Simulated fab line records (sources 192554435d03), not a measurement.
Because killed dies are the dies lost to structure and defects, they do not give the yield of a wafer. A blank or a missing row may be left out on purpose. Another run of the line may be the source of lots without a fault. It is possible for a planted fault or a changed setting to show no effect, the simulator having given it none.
Chamber matching | flow n5_finfet | N5_BEOL_M11_STRIP_67 on rie_diel-05: 4 sister chambers
The step strips in CF4. 8 wafers are shown with their chamber, then 12 later ones without.

WAFERS, EACH WITH ITS CHAMBER
wafer  | chamber | showerhead_plenum_p_Torr (Torr) | drypump_motor_current_A (A)
L085.2 | 3       | 1.70                            | 5.99
L085.3 | 0       | 1.76                            | 5.80
L086.3 | 2       | 1.88                            | 5.81
L086.4 | 1       | 1.77                            | 5.67
L086.6 | 2       | 1.88                            | 5.81
L093.1 | 0       | 1.76                            | 5.82
L093.3 | 3       | 1.70                            | 6.03
L093.4 | 1       | 1.76                            | 5.66

WAFERS WITHOUT THEIR CHAMBER
wafer  | showerhead_plenum_p_Torr (Torr) | drypump_motor_current_A (A)
L095.1 | 1.70                            | 6.01
L095.2 | 1.76                            | 5.65
L095.3 | 1.88                            | 5.82
L094.2 | 1.76                            | 5.65
L094.3 | 1.88                            | 5.81
L094.6 | 1.70                            | 5.99
L096.1 | 1.70                            | 6.01
L096.4 | 1.76                            | 5.67
L096.5 | 1.88                            | 5.82
L097.2 | 1.76                            | 5.81
L097.4 | 1.76                            | 5.67
L097.5 | 1.88                            | 5.82

WHICH CHAMBER EACH WENT THROUGH
wafer  | from the rows above | in truth
L095.1 | 3                   | 3
L095.2 | 1                   | 1
L095.3 | 2                   | 2
L094.2 | 1                   | 1
L094.3 | 2                   | 2
L094.6 | 3                   | 3
L096.1 | 3                   | 3
L096.4 | 1                   | 1
L096.5 | 2                   | 2
L097.2 | 0                   | 0
L097.4 | 1                   | 1
L097.5 | 2                   | 2
Correct placement for 12 of the 12. Left unplaced by these rows: 0. 0 placed wrongly.
How it was worked out, from the rows above alone: a wafer's distance from a chamber is the root of the sum, over the readings, of the square of ((its reading less the chamber's mean) divided by the reading's scatter). The wafer belongs to the nearest chamber; if the next one is less than 2 further off, it can't be placed. The mean given for a chamber averages the wafers shown for that chamber. The scatter: take each reading less its chamber's mean, square it, sum over the shown wafers, divide by the number of wafers less the number of chambers, and take the root.
